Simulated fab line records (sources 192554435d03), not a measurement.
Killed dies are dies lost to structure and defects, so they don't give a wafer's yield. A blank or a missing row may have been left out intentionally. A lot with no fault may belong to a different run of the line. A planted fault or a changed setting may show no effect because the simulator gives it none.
Problem report in the 8D (eight disciplines) form, filled by code    flow n5Finfet    the parts of the form that need people (team, actions taken, sign-off) are left out

1. WHAT IS WRONG
stripTimeToEndpointS at N5_ZERO_LAYER_STRIP_24 reads a mean of 42.99 s on 4 wafers of 2 lots; wafers without a fault read 43.85 s with a standard deviation of 0.1. That puts it -8.6 standard deviations away from the usual mean.
The step: strips in O2.
The first sign was on wafer L614.1 at day 6 13:01, on plasmaAsher-01. Wafers with a number at this step in the record: 25, from 9 lots. By rule, "out" or "out of limits" means more than 4 standard deviations away from the usual mean. All remaining wafers that have a number are taken as sound.

2. WHAT THIS IS AND IS NOT
question                     is                              is not
which readings at this step  stripTimeToEndpointS            drypumpMotorCurrentA, heaterPowerW, oesProductAu
which lots                   L614, L617                      L594, L599, L604, L607, L611, L612, L615
which wafers of those lots   L614.1, L614.2, L617.1, L617.2  L617.5
read on which tools          plasmaAsher-01                  plasmaAsher-02
when                         from day 6 13:01                up to then (17 sound wafers); but 4 sound wafers of L615, L617 came after

3. WHAT RULES OUT EACH SUSPECT
Counting: if a tool at a process step up to the reading ran every lot that is out, it stays a suspect. Sound lots after the first of them don't rule it out here, since some wafers of a struck lot are sound.
- rieSi-03 at N5_ZERO_LAYER_ETCH_18 (etches Si in HBr/Cl2, target depth 120 nm, time 40 s): kept. Ran every lot that is out, first one L614 (day 6 12:55); last sound lot up to then L611 (day 5 19:04).
- plasmaAsher-01 at N5_ZERO_LAYER_STRIP_24 (strips in O2): kept. Ran every lot that is out, first one L614 (day 6 13:01); last sound lot up to then L612 (day 6 01:01). On those wafers its own readings are out: stripTimeToEndpointS.
- Within rieSi-03 at N5_ZERO_LAYER_ETCH_18: the wafers that are out ran in chambers 0, 2, 3; their sound lot-mates ran in chamber 1.
After counting, rieSi-03 at N5_ZERO_LAYER_ETCH_18 and plasmaAsher-01 at N5_ZERO_LAYER_STRIP_24 remain.

4. THE CAUSE (what the simulator had put in)
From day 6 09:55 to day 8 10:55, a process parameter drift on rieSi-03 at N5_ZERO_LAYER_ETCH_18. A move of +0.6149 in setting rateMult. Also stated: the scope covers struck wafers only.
Counting leaves 2 suspects; this tool is one of them.

5. SEQUENCE OF EFFECTS, ordered by route
Each row: a reading whose mean over the struck wafers that have a number lies more than 3 standard deviations from the usual. Readings are gone through only where the record gives a usual standard deviation; hours: the median, over the lots, of the time from a lot's start at the first step in this table giving one to that lot's start at this step; sigmas: the change measured in usual standard deviations.
hours  step                    reading               usual    on struck wafers  change  sigmas
0      N5_ZERO_LAYER_STRIP_24  stripTimeToEndpointS  43.85 s  42.99             -0.86   -8.6
The process steps in it:
- N5_ZERO_LAYER_STRIP_24: strips in O2.
Later measuring or inspecting steps at which every struck wafer that the step has a row for has a number for every such reading, and none has moved that far: N5_BEOL_M4_RC_MEAS_101.

6. WHAT WOULD HAVE CAUGHT IT SOONER
First out-of-limits reading in this record: day 6 13:01, which is 3 hours after fault onset at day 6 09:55.
Tool readings at N5_ZERO_LAYER_ETCH_18 with a usual standard deviation given in the record: none out on any struck wafer, hence no alarm at a limit of 4 standard deviations on them.
L617, from the lots that are out (2), started N5_ZERO_LAYER_ETCH_18 on rieSi-03 later than day 6 13:01. Putting the tool on hold at that point would have spared it.
